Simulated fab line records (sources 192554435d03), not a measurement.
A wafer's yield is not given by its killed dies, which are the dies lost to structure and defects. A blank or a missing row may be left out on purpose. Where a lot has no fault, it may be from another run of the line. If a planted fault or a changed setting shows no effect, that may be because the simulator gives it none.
Which tool is to blame? + flow n5 finfet + Sampling: 10 lots, 29 wafers, 2 of 1938 route steps

== WHAT EACH GAUGE READ, for each wafer ==
N5_MIM_BOT_LITHO_INSPECT_12: inspects for defects (macro). Usual: 2.0 for raw defect count, sd 1.6.
| lot  | measured     | on                | raw defect count | flag |
|------|--------------|-------------------|------------------|------|
| L289 | day 12 06:03 | defect inspect-02 | 1 9 1            |      |
| L290 | day 12 10:40 | defect inspect-01 | 3 3 0            |      |
| L293 | day 13 14:40 | defect inspect-01 | 2 4 1            |      |
| L298 | day 14 13:47 | defect inspect-01 | 1 4 2            |      |
| L299 | day 15 07:17 | defect inspect-01 | 0 4 3            |      |
| L301 | day 15 20:02 | defect inspect-02 | 4 5 2            |      |
| L300 | day 15 20:12 | defect inspect-02 | 1 4 2            |      |
| L304 | day 15 21:37 | defect inspect-02 | 0 0 1            |      |
| L303 | day 15 21:46 | defect inspect-01 | 2 4              |      |
| L307 | day 17 01:48 | defect inspect-01 | 1 6 0            |      |

== TOOL THAT RAN EACH LOT (tool first, then ch and the chambers of the sampled wafers, then the start) ==
| lot  | N5_MIM_TOP_ETCH_PECVD_03        |
|------|---------------------------------|
| L289 | pecvd-01 ch 0,1,2, day 12 05:31 |
| L290 | pecvd-01 ch 1,2, day 12 10:08   |
| L293 | pecvd-03 ch 0,1, day 13 14:15   |
| L298 | pecvd-04 ch 0,1,2, day 14 13:15 |
| L299 | pecvd-04 ch 1,2, day 15 06:52   |
| L301 | pecvd-03 ch 0,2, day 15 19:38   |
| L300 | pecvd-04 ch 1,2, day 15 19:47   |
| L304 | pecvd-04 ch 0,1,2, day 15 21:04 |
| L303 | pecvd-04 ch 0,1, day 15 21:11   |
| L307 | pecvd-01 ch 0,1, day 17 01:16   |
- N5_MIM_TOP_ETCH_PECVD_03: deposits SiNx from SiH4/NH3/N2, target thk 20 nm, time 17.6 s.

== WHAT THE TOOLS THEMSELVES READ (means of the sampled wafers that have a number; where no wafer has one, the mark that the record gives instead) ==
N5_MIM_TOP_ETCH_PECVD_03. Usual: heater power w 810 W, standard deviation 72; showerhead plenum p Torr 5.09 Torr, standard deviation 0.068; susceptor temp C 400.00 C, standard deviation 0.26; throttle valve pct 40.0 %, standard deviation 2.3.
| lot  | tool     | heater power w (W) | showerhead plenum p Torr (Torr) | susceptor temp C (C) | throttle valve pct (%) | flag |
|------|----------|--------------------|---------------------------------|----------------------|------------------------|------|
| L289 | pecvd-01 | 804                | 5.11                            | 399.87               | 39.2                   |      |
| L290 | pecvd-01 | 798                | 5.06                            | 399.90               | 37.1                   |      |
| L293 | pecvd-03 | 714                | 5.11                            | 400.15               | 39.8                   |      |
| L298 | pecvd-04 | 856                | 5.05                            | 399.89               | 41.4                   |      |
| L299 | pecvd-04 | 783                | 5.07                            | 399.74               | 40.5                   |      |
| L301 | pecvd-03 | 769                | 5.10                            | 399.84               | 38.4                   |      |
| L300 | pecvd-04 | 835                | 5.07                            | 400.17               | 40.6                   |      |
| L304 | pecvd-04 | 807                | 5.05                            | 399.92               | 41.3                   |      |
| L303 | pecvd-04 | 784                | 5.03                            | 400.04               | 42.5                   |      |
| L307 | pecvd-01 | 786                | 5.15                            | 399.90               | 41.3                   |      |

== THE ANSWER, worked out from the rows above alone ==
Rule: lot off if the mean of its wafers having a number is beyond 3 standard deviations from the usual mean. A lot without any number at a reading at which 4 lots or more have one is off too. The other lots that the step has rows for count as sound. The gauges are gone through in route order, then the tools' own readings, and for those a lot's mean is taken as printed above. At the first step where some lot is off, the reading lying furthest off is the one used; lots without a number count as furthest.
Across all readings shown, no lot is off: no conclusion can be drawn from this.

== WHAT THE SIMULATOR PUT IN ==
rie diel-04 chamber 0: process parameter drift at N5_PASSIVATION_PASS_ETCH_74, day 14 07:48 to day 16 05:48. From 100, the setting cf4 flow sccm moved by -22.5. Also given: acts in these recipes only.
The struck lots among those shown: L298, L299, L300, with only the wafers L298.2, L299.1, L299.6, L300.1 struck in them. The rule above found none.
